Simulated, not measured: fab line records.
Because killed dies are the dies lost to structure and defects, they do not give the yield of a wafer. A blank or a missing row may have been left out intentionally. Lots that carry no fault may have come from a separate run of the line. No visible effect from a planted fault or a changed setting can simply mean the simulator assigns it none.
fab line records	flow nandHarc
record lots=15	wafers=45	lastDay=34
route steps=1302 shown A_STAIRCASE@880 THIN_TSV@1265 END@1302
lots that met no fault: from a run of the same line without faults
startH: the number of hours between the record's first day and the start of the first shown wafer of the lot	waitH: hours from the lot's prior step to this one	" same as the row above	L1.1+2: a row that stands for several wafers	- no value, or no start given	* or withheld: withheld	< > ~ a bound
route shown NAME@n: NAME is a module with steps in the file, n the number in the route of the first one	usual: mean/standard deviation of fault-free wafers	same: alike in all rows	chamber/n: place in a boat	sites: each site's reading	_std_site: standard deviation across them	_edge_site: outer sites' mean less inner sites'	radiusMm: for every site, how far away it sits from the centre of the wafer	mask NAME#n: copy n	behind: the tool/chamber that last shaped the wafer	hold: the reason the lot was held/the length of the hold in hours/how it ended	device: which transistor (n, p or np) failed to switch	end of line: the same wafers' tests at the end of the route	step lacking rows: just its recipe	killed: the dies lost at the first sort to structure and to defects; this is not the yield of the wafer	map: the dies of a wafer, with x for killed, . for not killed, _ for no die there
set.NAME: setting as actually run; set.NAME@STEP: the setting as run at that earlier step	model.NAME: the simulator's own value behind a step, which no gauge read
a sample of lots followed through the steps of the route, with each step as a table and each wafer as a row
services: when a tool's chamber went out of use (startH, in hours from the record's first day, below 0 if earlier), for how many hours, and the reason
## steps
# step NHARC_A_STAIRCASE_ETCH_403
# recipe targetDepthA=1082	chemistry=dHF	material=SiO2
lot.wafer	tool	chamber	startH	waitH
L918.3+1+4	wetBench-09	4,0,1	444.26	0.0
L917.1+3+5	wetBench-09	5,6,1	444.47	0.0
L919.6+1+4	wetBench-05	0,2,4	459.04	0.0
L920.6+3+5	wetBench-09	5,6,1	474.28	0.0
L923.6+2+4	wetBench-09	4,6,7	494.41	0.0
L924.3+5+4	wetBench-05	0,1,4	506.63	0.0
L928.5+4+6	wetBench-09	0,1,2	542.94	0.0
L932.5+3+4	wetBench-09	7,1,3	580.55	0.0
L934.6+1+4	wetBench-05	5,6,0	599.55	0.0
L933.2+3+6	wetBench-05	2,4,6	599.68	0.0
L936.3+2+4	wetBench-07	6,7,2	614.64	0.0
L935.4+3+5	wetBench-07	4,5,0	614.94	0.0
L937.6+4+5	wetBench-05	7,0,3	625.62	0.0
L938.2+4+5	wetBench-05	5,6,7	650.97	0.0
L940.1+5+3	wetBench-07	2,4,5	672.70	0.0
# step NHARC_THIN_TSV_STRIP_45
# recipe powerW=1500	tempC=250	chemistry=O2
# usual drypumpMotorCurrentA=5.8/0.42	heaterPowerW=310/18	rfReflPowerW=31/16
lot.wafer	tool	chamber	startH	waitH	drypumpMotorCurrentA	heaterPowerW	rfHoursCounterH	rfReflPowerW
L917.1	plasmaAsher-02	1	558.42	0.1	6.5	334	27	25
L917.3	"	0	"	"	6.0	290	-	52
L917.5	"	0	"	"	6.0	297	-	52
L918.1	plasmaAsher-02	1	559.86	0.1	6.5	324	27	26
L918.3	"	1	"	"	6.5	328	-	25
L918.4	"	0	"	"	6.0	294	-	52
L919.1	plasmaAsher-01	1	570.09	0.1	5.5	299	9	9
L919.4	"	0	"	"	5.4	333	-	36
L919.6	"	1	"	"	5.5	300	-	9
L928.4	plasmaAsher-02	1	661.43	0.2	6.5	334	-	25
L928.5	"	1	"	"	6.5	328	-	26
L928.6	"	0	"	"	6.0	283	-	52
L932.4	plasmaAsher-02	1	697.93	0.2	6.5	332	-	25
L932.3	"	0	"	"	6.0	284	-	51
L932.5	"	0	"	"	6.0	278	-	50
L934.1	plasmaAsher-02	0	718.77	0.1	6.0	287	23	51
L934.4	"	1	"	"	6.5	334	-	26
L934.6	"	0	"	"	6.0	289	-	50
L933.2	plasmaAsher-02	1	720.03	0.1	6.5	327	24	25
L933.3	"	1	"	"	6.5	330	-	25
L933.6	"	1	"	"	6.5	321	-	25
L935.3	plasmaAsher-02	1	726.36	0.2	6.5	333	-	24
L935.4	"	0	"	"	6.0	280	-	53
L935.5	"	0	"	"	6.0	283	-	50
L936.2	plasmaAsher-02	1	727.67	0.1	6.5	331	26	24
L936.4	"	0	"	"	6.0	280	-	53
L936.3	"	1	"	"	6.5	324	-	25
L937.4	plasmaAsher-01	1	734.32	0.2	5.5	304	-	-
L937.6	"	0	"	"	5.4	322	-	-
L937.5	"	1	"	"	5.6	295	-	-
L938.2	plasmaAsher-01	1	759.60	0.1	5.6	301	11	-
L938.4	"	1	"	"	5.6	299	-	-
L938.5	"	0	"	"	5.4	320	-	-
L940.1	plasmaAsher-01	1	789.72	0.1	5.6	295	18	9
L940.3	"	0	"	"	5.4	317	-	36
L940.5	"	1	"	"	5.6	294	-	8
# step NHARC_THIN_TSV_PVD_51
# recipe targetThkA=1000	chamberPressurePa=5	material=Cu
# usual throttleValvePct=29.7/0.93
lot.wafer	tool	chamber	startH	waitH	throttleValvePct
L917.3	pvdSputter-03	-	-	-	31.6
L917.1	"	-	"	"	28.9
L917.5	"	-	"	"	30.6
L918.1	pvdSputter-02	-	-	-	31.4
L918.3	"	-	"	"	29.0
L918.4	"	-	"	"	30.0
L919.4	pvdSputter-02	-	-	-	29.3
L919.1	"	-	"	"	31.1
L919.6	"	-	"	"	29.4
L928.4	pvdSputter-02	-	-	-	29.8
L928.6	"	-	"	"	30.7
L928.5	"	-	"	"	27.9
L932.3	pvdSputter-02	-	-	-	30.2
L932.4	"	-	"	"	30.9
L932.5	"	-	"	"	30.0
L934.4	pvdSputter-03	-	-	-	29.4
L934.1	"	-	"	"	30.4
L934.6	"	-	"	"	29.5
L933.2	pvdSputter-01	-	-	-	28.8
L933.3	"	-	"	"	29.2
L933.6	"	-	"	"	30.1
L935.3	pvdSputter-03	-	-	-	29.3
L935.4	"	-	"	"	29.0
L935.5	"	-	"	"	29.5
L936.3	pvdSputter-03	-	-	-	29.7
L936.2	"	-	"	"	29.3
L936.4	"	-	"	"	29.3
L937.4	pvdSputter-01	-	-	-	30.0
L937.6	"	-	"	"	28.8
L937.5	"	-	"	"	29.3
L938.2	pvdSputter-02	-	-	-	29.9
L938.4	"	-	"	"	28.3
L938.5	"	-	"	"	29.8
L940.1	pvdSputter-01	-	-	-	29.7
L940.3	"	-	"	"	30.3
L940.5	"	-	"	"	30.6
# step NHARC_THIN_TSV_DEGAS_53
# recipe tempC=300	timeS=60
# usual heaterPowerW=479/47
lot.wafer	tool	chamber	startH	waitH	heaterPowerW
L917.3	pvdSputter-02	-	562.29	0.1	465
L917.1	"	-	"	"	430
L917.5	"	-	"	"	464
L918.4	pvdSputter-01	-	563.72	0.1	442
L918.3	"	-	"	"	577
L918.1	"	-	"	"	501
L919.4	pvdSputter-02	-	573.94	0.1	504
L919.1	"	-	"	"	457
L919.6	"	-	"	"	494
L928.4	pvdSputter-03	-	665.09	0.1	512
L928.5	"	-	"	"	526
L928.6	"	-	"	"	426
L932.4	pvdSputter-02	-	701.57	0.1	464
L932.3	"	-	"	"	501
L932.5	"	-	"	"	432
L934.1	pvdSputter-03	-	722.53	0.1	511
L934.4	"	-	"	"	457
L934.6	"	-	"	"	517
L933.3	pvdSputter-02	-	723.71	0.1	440
L933.2	"	-	"	"	422
L933.6	"	-	"	"	509
L935.4	pvdSputter-01	-	730.09	0.1	542
L935.3	"	-	"	"	453
L935.5	"	-	"	"	536
L936.3	pvdSputter-03	-	731.37	0.1	460
L936.2	"	-	"	"	536
L936.4	"	-	"	"	535
L937.4	pvdSputter-01	-	737.95	0.1	428
L937.6	"	-	"	"	570
L937.5	"	-	"	"	529
L938.2	pvdSputter-03	-	763.33	0.1	420
L938.4	"	-	"	"	461
L938.5	"	-	"	"	510
L940.3	pvdSputter-01	-	793.48	0.1	576
L940.1	"	-	"	"	458
L940.5	"	-	"	"	568
# step NHARC_END_SORT_01
# recipe tempC=25
# usual killedAtArray=56/19	killedAtOther=1.0/1.3	killedAtPeriphery=3.8/2.2	killedDies=61/19	killedOpen=3.1/1.9	killedShort=2.3/1.5
# same grossDies=677
lot.wafer	tool	chamber	startH	waitH	killedAtArray	killedAtOther	killedAtPeriphery	killedDies	killedOpen	killedShort
L920.3	prober-02	0	602.71	3.1	672	0	5	677	4	1
L920.5	prober-02	0	604.30	3.7	675	0	2	677	2	3
L920.6	prober-02	0	605.09	4.0	671	0	6	677	2	1
L923.2	prober-01	0	624.20	2.8	676	0	1	677	6	2
L923.4	prober-01	0	625.81	3.4	673	1	3	677	5	1
L923.6	prober-01	0	627.43	4.0	677	0	0	677	2	3
L924.3	prober-02	0	634.41	3.1	672	0	5	677	2	2
L924.4	prober-02	0	635.21	3.4	671	0	6	677	0	4
L924.5	prober-02	0	636.01	3.7	669	1	7	677	2	2
L933.2	prober-02	0	735.81	2.8	75	0	5	80	1	3
L933.3	prober-02	0	736.61	3.1	80	0	4	84	5	3
L933.6	prober-02	0	739.03	4.0	69	0	7	76	6	0
# killed by level:class
L920.3 A_STAIRCASE:areaEtch=615 A_SLIT:chamberFilmFlake=30 A_CHANNEL_HOLE_D2:chamberFilmFlake=10 A_CONTACT:chamberFilmFlake=10 P_GATE:chamberFilmFlake=4 A_CHANNEL_HOLE_D1:geometricParticle:open=1 A_CHANNEL_FILL_D2:geometricParticle:open=1 A_WL_FILL:geometricParticle:short=1
L920.5 A_STAIRCASE:areaEtch=632 A_SLIT:chamberFilmFlake=21 A_CHANNEL_HOLE_D2:chamberFilmFlake=10 A_CONTACT:chamberFilmFlake=3 P_GATE:chamberFilmFlake=2 A_CHANNEL_HOLE_D1:chamberFilmFlake=2 A_ONON_D1:geometricParticle:open=1 A_ONON_D1:geometricParticle:short=1
L920.6 A_STAIRCASE:areaEtch=626 A_SLIT:chamberFilmFlake=22 A_CHANNEL_HOLE_D1:chamberFilmFlake=5 A_CHANNEL_HOLE_D2:chamberFilmFlake=5 A_CONTACT:chamberFilmFlake=5 P_CONTACT:chamberFilmFlake=2 P_M1:chamberFilmFlake=2 A_STAIRCASE:chamberFilmFlake=2
L923.2 A_STAIRCASE:areaEtch=610 A_CHANNEL_HOLE_D1:chamberFilmFlake=22 A_CHANNEL_HOLE_D2:chamberFilmFlake=20 A_CONTACT:chamberFilmFlake=13 A_DECK1_JOINT:geometricParticle:open=2 A_CHANNEL_FILL_D1:chamberFilmFlake=2 P_CONTACT:geometricParticle:open=1 A_CHANNEL_HOLE_D1:geometricParticle:short=1
L923.4 A_STAIRCASE:areaEtch=594 A_CHANNEL_HOLE_D1:chamberFilmFlake=31 A_CHANNEL_HOLE_D2:chamberFilmFlake=30 A_CONTACT:chamberFilmFlake=8 A_CHANNEL_FILL_D1:chamberFilmFlake=2 A_CHANNEL_FILL_D2:chamberFilmFlake=2 P_GATE:geometricParticle:open=1 P_CONTACT:geometricParticle:open=1
L923.6 A_STAIRCASE:areaEtch=605 A_CHANNEL_HOLE_D2:chamberFilmFlake=31 A_CHANNEL_HOLE_D1:chamberFilmFlake=21 A_CONTACT:chamberFilmFlake=8 A_CHANNEL_FILL_D1:chamberFilmFlake=3 A_ONON_D1:geometricParticle:open=1 A_CHANNEL_FILL_D1:geometricParticle:short=1 A_CHANNEL_FILL_D2:geometricParticle:short=1
L924.3 A_STAIRCASE:areaEtch=596 A_SLIT:chamberFilmFlake=28 A_CHANNEL_HOLE_D2:chamberFilmFlake=26 A_CHANNEL_HOLE_D1:chamberFilmFlake=6 P_M0:chamberFilmFlake=4 A_CONTACT:chamberFilmFlake=3 A_WL_FILL:chamberFilmFlake=3 A_CHANNEL_FILL_D1:chamberFilmFlake=2
L924.4 A_STAIRCASE:areaEtch=592 A_CHANNEL_HOLE_D2:chamberFilmFlake=30 A_SLIT:chamberFilmFlake=23 P_M0:chamberFilmFlake=5 A_WL_FILL:chamberFilmFlake=5 A_CHANNEL_HOLE_D1:chamberFilmFlake=4 A_CHANNEL_FILL_D2:chamberFilmFlake=4 A_M1:chamberFilmFlake=4
L924.5 A_STAIRCASE:areaEtch=590 A_CHANNEL_HOLE_D2:chamberFilmFlake=30 A_SLIT:chamberFilmFlake=26 A_CONTACT:chamberFilmFlake=8 A_CHANNEL_HOLE_D1:chamberFilmFlake=7 P_M0:chamberFilmFlake=4 A_M1:chamberFilmFlake=3 A_WL_FILL:chamberFilmFlake=2
L933.2 A_CHANNEL_HOLE_D1:chamberFilmFlake=30 A_SLIT:chamberFilmFlake=26 A_STAIRCASE:chamberFilmFlake=7 A_CONTACT:chamberFilmFlake=5 P_BONDPAD:chamberFilmFlake=3 P_CONTACT:geometricParticle:open=1 A_ONON_D2:geometricParticle:short=1 A_CHANNEL_FILL_D2:geometricParticle:short=1
L933.3 A_CHANNEL_HOLE_D1:chamberFilmFlake=33 A_SLIT:chamberFilmFlake=29 A_STAIRCASE:chamberFilmFlake=5 P_GATE:chamberFilmFlake=3 A_CONTACT:chamberFilmFlake=3 A_ONON_D1:geometricParticle:open=1 A_ONON_D1:geometricParticle:short=1 A_ONON_D2:geometricParticle:short=1
L933.6 A_SLIT:chamberFilmFlake=31 A_CHANNEL_HOLE_D1:chamberFilmFlake=29 A_CONTACT:chamberFilmFlake=4 P_GATE:geometricParticle:open=2 P_M0:geometricParticle:open=2 A_CHANNEL_FILL_D2:chamberFilmFlake=2 P_CONTACT:geometricParticle:open=1 A_M0:geometricParticle:open=1
## services
tool	chamber	startH	hours	kind
plasmaAsher-02	-	426.24	9.0	pm
wetBench-05	-	436.80	8.0	pm
pvdSputter-01	-	445.77	1.2	repair
pvdSputter-02	-	451.16	2.2	repair
pvdSputter-02	-	460.06	10.0	pm
pvdSputter-01	-	462.47	8.9	repair
pvdSputter-02	-	509.23	3.4	repair
pvdSputter-03	-	526.00	10.0	pm
wetBench-09	-	528.80	8.0	pm
pvdSputter-01	-	532.13	9.8	repair
pvdSputter-02	-	552.19	0.9	repair
pvdSputter-01	-	571.53	0.7	repair
pvdSputter-02	-	577.88	2.5	repair
pvdSputter-01	-	580.11	1.2	repair
pvdSputter-01	-	582.03	10.0	pm
plasmaAsher-02	-	603.24	9.0	pm
pvdSputter-02	-	633.29	8.0	repair
plasmaAsher-02	-	640.59	1.7	repair
pvdSputter-02	-	641.34	10.0	pm
pvdSputter-02	-	684.56	1.8	repair
pvdSputter-03	-	704.00	10.0	pm
pvdSputter-02	-	750.85	1.4	repair
pvdSputter-01	-	760.03	10.0	pm
plasmaAsher-02	-	780.24	9.0	pm
## key
firstSign step=NHARC_END_SORT_01	reading=killedAtArray	direction=up	sigmas=33	usual=56	struck=673
effect step=NHARC_END_SORT_01	reading=killedDies	direction=up	sigmas=33	usual=61	struck=677
moreKillsBornAt NHARC_A_STAIRCASE_ETCH_403@wetBench-09=3682	NHARC_A_STAIRCASE_ETCH_403@wetBench-05=1778
metAt NHARC_A_STAIRCASE_ETCH_403
struckLots L920,L923,L924
laterRowsLeftOut L920.3,L920.5,L920.6,L923.2,L923.4,L923.6,L924.3,L924.4,L924.5
testerLeftOut L920,L923,L924
notActingAt NHARC_THIN_TSV_STRIP_45,NHARC_THIN_TSV_PVD_51,NHARC_THIN_TSV_DEGAS_53
onsetBetween 459.04 474.28
fault kind=skippedStepWhole	tool=wetBench-05,wetBench-09	chamber=-	onsetH=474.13	steps=NHARC_A_STAIRCASE_ETCH_403	scope=struckLotsOnly
# testerLeftOut: of these lots the tester's yield and bins aren't shown, on N5 and GAA mostly nor the transistor test; their killed dies are dies lost to structure and defects alone, not to doping, threshold or leakage, so they don't give the yield
# laterRowsLeftOut: the simulator's readings of these wafers behind a module that went badly wrong aren't trusted and aren't shown, but for the sort
